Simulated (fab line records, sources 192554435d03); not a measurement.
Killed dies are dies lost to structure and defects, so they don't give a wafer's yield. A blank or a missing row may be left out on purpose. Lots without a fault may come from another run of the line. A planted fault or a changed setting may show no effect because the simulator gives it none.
Chamber matching | flow n5_finfet | N5_BEOL_M10_ETCH_65 on rie_diel-04: 4 sister chambers
The step etches SiARC in CF4, target depth 39 nm, time 65 s. 18 wafers are shown with their chamber, then 9 later ones without.

WAFERS WITH THEIR CHAMBER
wafer  | chamber | drypump_motor_current_A (A) | showerhead_plenum_p_Torr (Torr) | etch_rf_on_time_s (s)
L074.2 | 3       | 5.6                         | 2.10                            | 62.8
L074.3 | 1       | 6.1                         | 2.09                            | 61.9
L074.4 | 3       | 5.6                         | 2.10                            | 62.6
L076.1 | 3       | 5.7                         | 2.09                            | 63.5
L076.2 | 2       | 5.8                         | 2.12                            | 64.3
L076.5 | 1       | 6.1                         | 2.08                            | 62.2
L080.2 | 1       | 6.1                         | 2.08                            | 62.2
L080.4 | 3       | 5.6                         | 2.09                            | 63.7
L080.5 | 1       | 6.1                         | 2.08                            | 62.2
L079.1 | 0       | 5.5                         | 2.06                            | 66.4
L079.4 | 1       | 6.1                         | 2.08                            | 62.5
L079.6 | 0       | 5.5                         | 2.05                            | 66.6
L082.1 | 1       | 6.1                         | 2.08                            | 62.0
L082.3 | 3       | 5.7                         | 2.09                            | 64.3
L082.6 | 3       | 5.7                         | 2.09                            | 64.2
L084.3 | 3       | 5.7                         | 2.09                            | 63.4
L084.5 | 0       | 5.5                         | 2.05                            | 65.5
L084.6 | 2       | 5.8                         | 2.11                            | 61.7

SIGNATURES (means of the wafers above)
reading                  | chamber 0 | chamber 1 | chamber 2 | chamber 3 | scatter within a chamber
drypump_motor_current_A  | 5.500     | 6.100     | 5.800     | 5.657     | 0.035
showerhead_plenum_p_Torr | 2.0533    | 2.0817    | 2.1150    | 2.0929    | 0.00495
etch_rf_on_time_s        | 66.167    | 62.167    | 63.000    | 63.500    | 0.695
Rule: a wafer's distance from a chamber is the root of the sum, over the readings, of the square of ((its reading less the chamber's mean) divided by the reading's scatter). The wafer belongs to the nearest chamber; if the next one is less than 2 further off, it can't be placed. The scatter: the root of (the sum of the squares of (reading less its chamber's mean) over the shown wafers, divided by (wafers less chambers)).

WAFERS WITHOUT THEIR CHAMBER
wafer  | drypump_motor_current_A (A) | showerhead_plenum_p_Torr (Torr) | etch_rf_on_time_s (s)
L087.2 | 5.5                         | 2.05                            | 66.5
L087.3 | 5.8                         | 2.11                            | 62.7
L087.4 | 5.7                         | 2.09                            | 64.9
L090.1 | 5.8                         | 2.11                            | 62.6
L090.2 | 5.7                         | 2.08                            | 63.8
L090.3 | 6.1                         | 2.07                            | 62.2
L091.2 | 6.2                         | 2.07                            | 63.0
L091.4 | 5.7                         | 2.08                            | 64.8
L091.5 | 5.6                         | 2.08                            | 64.7

WHICH CHAMBER EACH WENT THROUGH
wafer  | from the rows above | in truth
L087.2 | 0                   | 0
L087.3 | 2                   | 2
L087.4 | 3                   | 3
L090.1 | 2                   | 2
L090.2 | 3                   | 3
L090.3 | 1                   | 1
L091.2 | 1                   | 1
L091.4 | 3                   | 3
L091.5 | 3                   | 3
Placed correctly: 9 of 9. Can't be placed from these rows: 0. Placed wrongly: 0.
